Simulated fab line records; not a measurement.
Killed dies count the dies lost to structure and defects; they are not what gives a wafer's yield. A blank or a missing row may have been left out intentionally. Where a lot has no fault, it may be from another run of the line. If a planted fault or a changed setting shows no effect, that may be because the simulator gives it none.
Matching of chambers ; flow nand harc ; 4 sister chambers for NHARC_P_M2_STRIP_18 on rie diel-02
The step strips in N2/H2. 16 wafers are shown with their chamber, then 8 later ones without.

WAFERS PAIRED WITH THEIR CHAMBERS
wafer;chamber;showerhead plenum p Torr (Torr);oes product au (a.u.);rf vpp V (V)
L075.3;3;2.21;0.985;92.3
L075.4;1;2.14;0.988;92.3
L075.6;1;2.14;0.998;92.0
L076.2;1;2.14;0.989;92.5
L076.4;3;2.21;0.995;93.3
L076.5;2;2.17;0.995;90.5
L086.2;3;2.20;0.985;92.3
L086.3;1;2.13;0.985;90.7
L086.5;3;2.20;0.993;92.4
L087.2;1;2.13;0.984;91.3
L087.3;0;2.15;1.005;91.4
L087.5;3;2.20;1.001;91.8
L088.1;3;2.20;0.980;91.6
L088.2;0;2.15;1.003;91.4
L088.4;2;2.17;0.986;91.2
L090.2;1;2.13;0.997;91.0

SIGNATURES, as means of the wafers listed above
reading;chamber 0;chamber 1;chamber 2;chamber 3;scatter within a chamber
showerhead plenum p Torr;2.1500;2.1350;2.1700;2.2033;0.00486
oes product au;1.00400;0.99017;0.99050;0.98983;0.00662
rf vpp V;91.400;91.633;90.850;92.283;0.626
Rule: for each reading, subtract the chamber's mean from the wafer's reading, divide by that reading's scatter and square the result; add these up over the readings and take the root, which gives the wafer's distance from the chamber. The wafer belongs to the nearest chamber; if the next one is less than 2 further off, it can't be placed. The scatter is the square root of a quotient: the sum, over the shown wafers, of each reading's squared deviation from its chamber's mean, divided by wafers minus chambers.

WAFERS WHOSE CHAMBER IS MISSING
wafer;showerhead plenum p Torr (Torr);oes product au (a.u.);rf vpp V (V)
L090.3;2.20;0.983;92.1
L090.6;2.17;0.981;90.2
L091.1;2.13;0.970;90.7
L091.4;2.15;1.001;89.8
L091.5;2.20;0.985;91.8
L094.2;2.13;0.981;91.7
L094.4;2.15;1.003;91.8
L094.5;2.20;0.997;91.9

EACH ONE'S CHAMBER
wafer;from the rows above;in truth
L090.3;3;3
L090.6;2;2
L091.1;1;1
L091.4;can't be placed: 0 or 1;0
L091.5;3;3
L094.2;1;1
L094.4;0;0
L094.5;3;3
Correctly placed: 7 of 8. From these rows, 1 cannot be placed; in 1 the true chamber is one of the candidates. Placed wrongly: 0.
